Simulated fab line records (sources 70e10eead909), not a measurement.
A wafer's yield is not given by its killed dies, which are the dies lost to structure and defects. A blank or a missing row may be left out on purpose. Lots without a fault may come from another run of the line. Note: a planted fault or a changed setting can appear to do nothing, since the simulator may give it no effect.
fab line records | flow nand_harc
record lots=13 | wafers=39 | last_day=33
route steps=1302 shown A_BONDPAD@1221 THIN_TSV@1265 END@1302
lots that met no fault: taken from a fault-free run of the same line
start_h: hours from the record's first day to the start of the lot's first wafer shown | wait_h: how many hours have passed since the lot's step before this one | " unchanged from the row above | L1.1+2: a row that stands for several wafers | - either no value or no given start | * or withheld: withheld | < > ~ a bound
route shown NAME@n: a module of which the file shows steps, and the number in the route of the first | usual: average and standard deviation across the fault-free wafers | same: alike in all rows | chamber/n: place in a boat | sites: each site's reading | _std_site: the values' standard deviation | _edge_site: inner sites' mean taken away from outer sites' mean | radius_mm: how far each site lies from the wafer's centre | mask NAME#n: copy n | behind: tool/chamber where the wafer was last shaped | hold: the reason the lot was held/the length of the hold in hours/how it ended | device: which transistor (n, p or np) failed to switch | end of line: the tests these same wafers got at the end of their route | a step with no rows: only its recipe | killed: not the wafer's yield, but the dies lost to structure and defects at the first sort | map: a wafer's dies, x killed, . not, _ none there
set.NAME: setting as actually run; set.NAME@STEP: the setting as run at that earlier step | model.NAME: the simulator's own value behind a step, which no gauge read
steps of the route over a sample of lots; a table a step, a row a wafer
services: from which hour (start_h, from the record's first day; less than 0 if before it) a tool's chamber was out of use, for how many hours, and why
## steps
# step NHARC_A_BONDPAD_CD_MEAS_13
# usual cd_nm=499.1/1.9
lot.wafer | tool      | chamber | start_h | wait_h | cd_nm
L572.3    | cd_sem-01 | -       | 540.18  | -      | 496.9
L572.4    | "         | -       | "       | "      | 498.8
L572.5    | "         | -       | "       | "      | 497.4
L573.4    | cd_sem-03 | -       | 543.20  | -      | 497.8
L573.5    | "         | -       | "       | "      | 499.5
L573.6    | "         | -       | "       | "      | 498.1
L575.2    | cd_sem-01 | -       | 563.56  | -      | 501.8
L575.4    | "         | -       | "       | "      | 501.7
L575.6    | "         | -       | "       | "      | 503.0
L576.1    | cd_sem-01 | -       | 581.13  | -      | 498.3
L576.3    | "         | -       | "       | "      | 500.7
L576.5    | "         | -       | "       | "      | 500.2
L578.1    | cd_sem-02 | -       | 592.41  | -      | 501.5
L578.2    | "         | -       | "       | "      | 500.2
L578.4    | "         | -       | "       | "      | 498.2
L580.1    | cd_sem-02 | -       | 620.34  | -      | 497.6
L580.4    | "         | -       | "       | "      | 497.8
L580.6    | "         | -       | "       | "      | 500.3
L581.1    | cd_sem-01 | -       | 621.59  | -      | 499.8
L581.5    | "         | -       | "       | "      | 499.1
L581.6    | "         | -       | "       | "      | 502.0
L583.3    | cd_sem-02 | -       | 633.10  | -      | 499.3
L583.4    | "         | -       | "       | "      | 497.7
L583.6    | "         | -       | "       | "      | 498.0
L582.1    | cd_sem-02 | -       | 635.10  | -      | 499.1
L582.3    | "         | -       | "       | "      | 497.6
L582.5    | "         | -       | "       | "      | 499.4
L588.2    | cd_sem-03 | -       | 687.05  | -      | 496.1
L588.3    | "         | -       | "       | "      | 497.8
L588.5    | "         | -       | "       | "      | 495.1
L593.2    | cd_sem-01 | -       | 733.85  | -      | 498.4
L593.5    | "         | -       | "       | "      | 501.7
L593.6    | "         | -       | "       | "      | 500.2
L592.1    | cd_sem-01 | -       | 739.13  | -      | 498.6
L592.2    | "         | -       | "       | "      | 497.1
L592.6    | "         | -       | "       | "      | 495.8
L594.1    | cd_sem-01 | -       | 753.32  | -      | 498.0
L594.2    | "         | -       | "       | "      | 499.3
L594.5    | "         | -       | "       | "      | 499.1
# step NHARC_A_BONDPAD_ETCH_24
# recipe target_depth_a=300 | over_etch_frac=0.3 | time_s=72.99 | ion_energy_ev=150 | cf4_flow_sccm=50 | n2_flow_sccm=100 | ar_flow_sccm=150 | rf_w=300 | bias_w=100 | chemistry=CF4/N2
# usual drypump_motor_current_A=5.8/0.61 | oes_product_au=0.999/0.007 | rf_vpp_V=315.2/1.9 | showerhead_plenum_p_Torr=2.68/0.1 | throttle_valve_pct=19.793/0.0098
# same over_etch_frac=0.3 | time_s=72.99
lot.wafer | tool        | chamber | start_h | wait_h | drypump_motor_current_A | oes_product_au | rf_hours_counter_h | rf_vpp_V | showerhead_plenum_p_Torr | throttle_valve_pct
L572.4    | rie_diel-10 | 0       | -       | -      | 6.5                     | 0.999          | 4                  | 314.7    | 2.56                     | 19.808
L572.3    | "           | 3       | "       | "      | 5.5                     | 1.007          | 3                  | 317.7    | 2.81                     | 19.793
L572.5    | "           | 1       | "       | "      | 4.8                     | 0.998          | -                  | 318.2    | 2.82                     | 19.806
L573.4    | rie_diel-09 | 2       | -       | -      | 5.1                     | 0.988          | 5                  | 313.4    | 2.58                     | 19.806
L573.6    | "           | 1       | "       | "      | 6.6                     | 1.010          | -                  | 312.8    | 2.56                     | 19.800
L573.5    | "           | 2       | "       | "      | 5.1                     | 0.991          | -                  | 313.5    | 2.58                     | 19.797
L575.2    | rie_diel-09 | 1       | -       | -      | 6.6                     | 1.000          | 11                 | 314.3    | 2.56                     | 19.795
L575.4    | "           | 2       | "       | "      | 5.1                     | 0.991          | 9                  | 313.6    | 2.58                     | 19.787
L575.6    | "           | 3       | "       | "      | 5.5                     | 0.999          | -                  | 315.4    | 2.71                     | 19.805
L576.3    | rie_diel-09 | 0       | -       | -      | 6.3                     | 1.002          | 13                 | 315.8    | 2.71                     | 19.784
L576.1    | "           | 2       | "       | "      | 5.1                     | 0.990          | 12                 | 313.2    | 2.58                     | 19.802
L576.5    | "           | 0       | "       | "      | 6.4                     | 0.995          | -                  | 315.5    | 2.71                     | 19.822
L578.1    | rie_diel-10 | 3       | -       | -      | 5.6                     | 0.998          | 5                  | 317.4    | 2.81                     | 19.783
L578.4    | "           | 0       | "       | "      | 6.4                     | 0.998          | 5                  | 314.0    | 2.56                     | 19.800
L578.2    | "           | 1       | "       | "      | 4.8                     | 0.992          | 6                  | 317.6    | 2.82                     | 19.794
L580.1    | rie_diel-09 | 1       | -       | -      | 6.6                     | 1.007          | 18                 | 312.8    | 2.56                     | 19.790
L580.4    | "           | 3       | "       | "      | 5.4                     | 0.993          | 20                 | 317.2    | 2.70                     | 19.788
L580.6    | "           | 1       | "       | "      | 6.6                     | 1.006          | -                  | 313.8    | 2.56                     | 19.783
L581.1    | rie_diel-10 | 1       | -       | -      | 4.8                     | 0.992          | 0                  | 318.6    | 2.82                     | 19.792
L581.5    | "           | 2       | "       | "      | 6.1                     | 0.991          | -                  | 315.1    | 2.73                     | 19.785
L581.6    | "           | 3       | "       | "      | 5.6                     | 1.001          | -                  | 316.4    | 2.81                     | 19.800
L583.4    | rie_diel-09 | 1       | -       | -      | 6.6                     | 1.009          | 19                 | 314.8    | 2.56                     | 19.770
L583.3    | "           | 0       | "       | "      | 6.4                     | 0.996          | 19                 | 315.0    | 2.71                     | 19.807
L583.6    | "           | 1       | "       | "      | 6.6                     | 0.998          | -                  | 313.0    | 2.56                     | 19.796
L582.3    | rie_diel-10 | 3       | -       | -      | 5.5                     | 1.000          | 1                  | 317.3    | 2.81                     | 19.793
L582.1    | "           | 0       | "       | "      | 6.5                     | 0.999          | 1                  | 311.3    | 2.56                     | 19.797
L582.5    | "           | 0       | "       | "      | 6.4                     | 1.003          | -                  | 314.0    | 2.56                     | 19.788
L588.2    | rie_diel-10 | 3       | -       | -      | 5.6                     | 1.003          | 2                  | 318.0    | 2.81                     | 19.800
L588.3    | "           | 2       | "       | "      | 6.1                     | 1.001          | 2                  | 316.7    | 2.73                     | 19.799
L588.5    | "           | 3       | "       | "      | 5.6                     | 0.996          | -                  | 317.8    | 2.81                     | 19.804
L593.2    | rie_diel-04 | 3       | -       | -      | 5.3                     | 1.006          | 7                  | 313.8    | 2.66                     | 19.797
L593.5    | "           | 0       | "       | "      | 5.8                     | 1.000          | -                  | 314.1    | 2.58                     | 19.788
L593.6    | "           | 1       | "       | "      | 4.8                     | 1.014          | -                  | 310.6    | 2.47                     | 19.810
L592.2    | rie_diel-10 | 3       | -       | -      | 5.6                     | 1.007          | 4                  | 316.1    | 2.81                     | 19.789
L592.1    | "           | 0       | "       | "      | 6.4                     | 1.005          | 4                  | 313.2    | 2.56                     | 19.801
L592.6    | "           | 3       | "       | "      | 5.6                     | 1.007          | -                  | 317.4    | 2.81                     | 19.787
L594.1    | rie_diel-09 | 0       | -       | -      | 6.4                     | 0.989          | 14                 | 315.6    | 2.70                     | 19.781
L594.2    | "           | 3       | "       | "      | 5.5                     | 0.993          | 14                 | 316.4    | 2.69                     | 19.803
L594.5    | "           | 1       | "       | "      | 6.6                     | 0.991          | -                  | 313.8    | 2.55                     | 19.799
# step NHARC_A_BONDPAD_PRE_CLEAN_26
# recipe time_s=30 | temp_c=280 | gas=H2/He
# usual heater_power_w=424/50
# same time_s=30
lot.wafer | tool           | chamber | start_h | wait_h | heater_power_w
L572.4    | pvd_sputter-01 | -       | -       | -      | 442
L572.3    | "              | -       | "       | "      | 434
L572.5    | "              | -       | "       | "      | 345
L573.4    | pvd_sputter-03 | -       | -       | -      | 451
L573.6    | "              | -       | "       | "      | 438
L573.5    | "              | -       | "       | "      | 399
L575.2    | pvd_sputter-02 | -       | -       | -      | 329
L575.4    | "              | -       | "       | "      | 366
L575.6    | "              | -       | "       | "      | 341
L576.3    | pvd_sputter-01 | -       | -       | -      | 443
L576.1    | "              | -       | "       | "      | 432
L576.5    | "              | -       | "       | "      | 431
L578.4    | pvd_sputter-01 | -       | -       | -      | 457
L578.1    | "              | -       | "       | "      | 353
L578.2    | "              | -       | "       | "      | 513
L580.4    | pvd_sputter-01 | -       | -       | -      | 453
L580.1    | "              | -       | "       | "      | 366
L580.6    | "              | -       | "       | "      | 465
L581.1    | pvd_sputter-01 | -       | -       | -      | 522
L581.6    | "              | -       | "       | "      | 470
L581.5    | "              | -       | "       | "      | 448
L583.3    | pvd_sputter-03 | -       | -       | -      | 396
L583.4    | "              | -       | "       | "      | 455
L583.6    | "              | -       | "       | "      | 394
L582.1    | pvd_sputter-02 | -       | -       | -      | 439
L582.3    | "              | -       | "       | "      | 369
L582.5    | "              | -       | "       | "      | 334
L588.3    | pvd_sputter-03 | -       | -       | -      | 447
L588.2    | "              | -       | "       | "      | 453
L588.5    | "              | -       | "       | "      | 433
L593.2    | pvd_sputter-03 | -       | -       | -      | 420
L593.5    | "              | -       | "       | "      | 406
L593.6    | "              | -       | "       | "      | 420
L592.2    | pvd_sputter-03 | -       | -       | -      | 409
L592.1    | "              | -       | "       | "      | 445
L592.6    | "              | -       | "       | "      | 415
L594.1    | pvd_sputter-03 | -       | -       | -      | 413
L594.2    | "              | -       | "       | "      | 425
L594.5    | "              | -       | "       | "      | 413
# step NHARC_THIN_TSV_STRIP_45
# recipe power_w=1500 | temp_c=250 | chemistry=O2
# usual drypump_motor_current_A=5.42/0.29 | heater_power_w=349/21
lot.wafer | tool            | chamber | start_h | wait_h | drypump_motor_current_A | heater_power_w | rf_hours_counter_h
L572.4    | plasma_asher-02 | 1       | 555.92  | 0.2    | 5.87                    | 337            | -
L572.3    | "               | 0       | "       | "      | 5.81                    | 317            | -
L572.5    | "               | 1       | "       | "      | 5.83                    | 332            | -
L573.4    | plasma_asher-01 | 1       | 557.31  | 0.2    | 5.15                    | 328            | -
L573.6    | "               | 0       | "       | "      | 5.38                    | 371            | -
L573.5    | "               | 1       | "       | "      | 5.08                    | 333            | -
L575.2    | plasma_asher-01 | 1       | 578.84  | 0.1    | 5.10                    | 332            | 10
L575.4    | "               | 1       | "       | "      | 5.11                    | 340            | -
L575.6    | "               | 0       | "       | "      | 5.38                    | 378            | -
L576.1    | plasma_asher-02 | 0       | 597.36  | 0.1    | 5.78                    | 307            | 35
L576.3    | "               | 0       | "       | "      | 5.79                    | 311            | -
L576.5    | "               | 0       | "       | "      | 5.76                    | 320            | -
L578.1    | plasma_asher-01 | 0       | 608.28  | 0.1    | 5.35                    | 376            | 16
L578.2    | "               | 1       | "       | "      | 5.13                    | 337            | 16
L578.4    | "               | 1       | "       | "      | 5.14                    | 346            | -
L580.1    | plasma_asher-01 | 0       | 634.62  | 0.1    | 5.36                    | 379            | 24
L580.4    | "               | 1       | "       | "      | 5.16                    | 333            | -
L580.6    | "               | 0       | "       | "      | 5.35                    | 370            | -
L581.1    | plasma_asher-01 | 0       | 636.84  | 0.1    | 5.35                    | 372            | 25
L581.5    | "               | 0       | "       | "      | 5.34                    | 374            | -
L581.6    | "               | 1       | "       | "      | 5.13                    | 333            | -
L583.4    | plasma_asher-01 | 0       | 648.74  | 0.2    | 5.35                    | 371            | -
L583.3    | "               | 1       | "       | "      | 5.19                    | 329            | -
L583.6    | "               | 0       | "       | "      | 5.33                    | 373            | -
L582.1    | plasma_asher-01 | 0       | 649.81  | 0.1    | 5.33                    | 381            | 28
L582.3    | "               | 0       | "       | "      | 5.34                    | 362            | -
L582.5    | "               | 1       | "       | "      | 5.11                    | 345            | -
L588.2    | plasma_asher-02 | 0       | 707.26  | 0.1    | 5.78                    | 331            | 18
L588.3    | "               | 0       | "       | "      | 5.77                    | 329            | -
L588.5    | "               | 0       | "       | "      | 5.77                    | 326            | -
L593.2    | plasma_asher-01 | 0       | 757.63  | 0.1    | 5.35                    | 363            | 9
L593.6    | "               | 0       | "       | "      | 5.35                    | 363            | -
L593.5    | "               | 1       | "       | "      | 5.10                    | 364            | -
L592.1    | plasma_asher-01 | 1       | 758.84  | 0.1    | 5.09                    | 374            | 10
L592.2    | "               | 0       | "       | "      | 5.36                    | 376            | 10
L592.6    | "               | 0       | "       | "      | 5.34                    | 367            | -
L594.1    | plasma_asher-01 | 1       | 769.40  | 0.1    | 5.15                    | 370            | 13
L594.2    | "               | 0       | "       | "      | 5.35                    | 374            | 13
L594.5    | "               | 0       | "       | "      | 5.33                    | 366            | -
# step NHARC_END_SORT_01
# recipe temp_c=25
# usual defect_limited_yield=90.3/3 | killed_at_array=60/21 | killed_at_other=1.0/1.2 | killed_at_periphery=4.2/2.8 | killed_dies=65/20 | killed_open=3.1/1.8 | killed_short=2.6/1.6
# same gross_dies=677
lot.wafer | tool      | chamber | start_h | wait_h | defect_limited_yield[%] | killed_at_array | killed_at_other | killed_at_periphery | killed_dies | killed_open | killed_short
L582.1    | prober-02 | 0       | 662.71  | 2.5    | 83.2                    | 34              | 73              | 7                   | 114         | 3           | 3
L582.3    | prober-02 | 0       | 664.29  | 3.1    | 83.0                    | 35              | 71              | 9                   | 115         | 5           | 0
L582.5    | prober-02 | 0       | 665.87  | 3.7    | 92.2                    | 41              | 1               | 11                  | 53          | 3           | 5
L583.3    | prober-01 | 0       | 665.72  | 3.1    | 88.8                    | 73              | 0               | 3                   | 76          | 2           | 4
L583.4    | prober-01 | 0       | 666.51  | 3.4    | 79.6                    | 58              | 80              | 0                   | 138         | 1           | 2
L583.6    | prober-01 | 0       | 668.08  | 3.9    | 81.1                    | 54              | 74              | 0                   | 128         | 1           | 2
# killed by level:class
L582.1 THIN_TSV:unspecified=72 A_SLIT:chamber_film_flake=12 A_CHANNEL_HOLE_D1:chamber_film_flake=8 A_STAIRCASE:chamber_film_flake=5 P_BONDPAD:chamber_film_flake=2 A_CONTACT:chamber_film_flake=2 P_ZERO_WELL:geometric_particle:short=1 P_M0:geometric_particle:open=1
L582.3 THIN_TSV:unspecified=68 A_SLIT:chamber_film_flake=16 A_CHANNEL_HOLE_D1:chamber_film_flake=6 A_STAIRCASE:chamber_film_flake=5 P_BONDPAD:chamber_film_flake=3 THIN_TSV:chamber_film_flake=3 P_CONTACT:geometric_particle:open=2 P_ZERO_WELL:chamber_film_flake=2
L583.3 A_CHANNEL_HOLE_D1:chamber_film_flake=34 A_CHANNEL_HOLE_D2:chamber_film_flake=22 A_ZERO_WELL:chamber_film_flake=4 A_SLIT:chamber_film_flake=3 A_STAIRCASE:chamber_film_flake=2 A_CONTACT:chamber_film_flake=2 P_STI:geometric_particle:open=1 P_CONTACT:geometric_particle:short=1
L582.5 A_SLIT:chamber_film_flake=17 A_CHANNEL_HOLE_D1:chamber_film_flake=8 A_STAIRCASE:chamber_film_flake=4 A_CONTACT:chamber_film_flake=4 P_CONTACT:geometric_particle:short=3 P_GATE:chamber_film_flake=2 A_ZERO_WELL:chamber_film_flake=2 A_CHANNEL_FILL_D2:chamber_film_flake=2
L583.4 THIN_TSV:unspecified=80 A_CHANNEL_HOLE_D1:chamber_film_flake=35 A_CHANNEL_HOLE_D2:chamber_film_flake=8 A_STAIRCASE:chamber_film_flake=7 A_ZERO_WELL:chamber_film_flake=2 A_CHANNEL_FILL_D2:chamber_film_flake=2 A_DECK1_JOINT:geometric_particle:short=1 A_SLIT:geometric_particle:short=1
L583.6 THIN_TSV:unspecified=74 A_CHANNEL_HOLE_D1:chamber_film_flake=31 A_CHANNEL_HOLE_D2:chamber_film_flake=11 A_M0:chamber_film_flake=3 A_ZERO_WELL:chamber_film_flake=2 A_STAIRCASE:chamber_film_flake=2 A_ONON_D2:geometric_particle:short=1 A_CHANNEL_FILL_D2:geometric_particle:short=1
## services
tool            | chamber | start_h | hours | kind
plasma_asher-01 | -       | 519.00  | 9.0   | pm
plasma_asher-02 | -       | 519.02  | 5.1   | repair
pvd_sputter-03  | -       | 526.02  | 10.0  | pm
rie_diel-04     | -       | 533.20  | 9.0   | pm
rie_diel-04     | 2       | 556.72  | 1.8   | repair
rie_diel-09     | 0       | 581.81  | 9.6   | repair
rie_diel-09     | 1       | 587.72  | 7.1   | repair
rie_diel-10     | -       | 596.50  | 9.0   | pm
plasma_asher-02 | -       | 603.29  | 9.0   | pm
pvd_sputter-02  | -       | 647.00  | 10.0  | pm
pvd_sputter-01  | -       | 650.57  | 1.7   | repair
rie_diel-09     | -       | 674.34  | 9.0   | pm
rie_diel-04     | -       | 682.47  | 1.1   | repair
rie_diel-04     | 3       | 695.41  | 1.6   | repair
plasma_asher-01 | -       | 696.00  | 9.0   | pm
pvd_sputter-03  | -       | 704.02  | 10.0  | pm
pvd_sputter-02  | -       | 705.67  | 2.7   | repair
plasma_asher-02 | -       | 712.57  | 1.6   | repair
plasma_asher-01 | -       | 726.08  | 1.9   | repair
pvd_sputter-02  | -       | 735.05  | 1.4   | repair
rie_diel-09     | 2       | 739.15  | 4.5   | repair
pvd_sputter-02  | -       | 742.51  | 1.9   | repair
plasma_asher-02 | -       | 758.35  | 2.8   | repair
pvd_sputter-01  | -       | 760.05  | 10.0  | pm
## key
first_sign step=NHARC_END_SORT_01 | reading=killed_at_other | direction=up | sigmas=60 | usual=1.0 | struck=74.5
effect step=NHARC_END_SORT_01 | reading=defect_limited_yield | direction=down | sigmas=2.9 | usual=90.3 | struck=81.7
more_kills_born_at NHARC_THIN_TSV_STRIP_45@plasma_asher-01=294
met_at NHARC_THIN_TSV_STRIP_45
struck_lots L582,L583
struck_wafers L582.1,L582.3,L583.4,L583.6
not_acting_at NHARC_A_BONDPAD_CD_MEAS_13,NHARC_A_BONDPAD_ETCH_24,NHARC_A_BONDPAD_PRE_CLEAN_26
onset_between 636.84 648.74
fault kind=chamber_particle_source | tool=plasma_asher-01 | chamber=0 | onset_h=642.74 | steps=NHARC_THIN_TSV_STRIP_45 | rate_per_visit_cm2=2.1686 | end_h=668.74
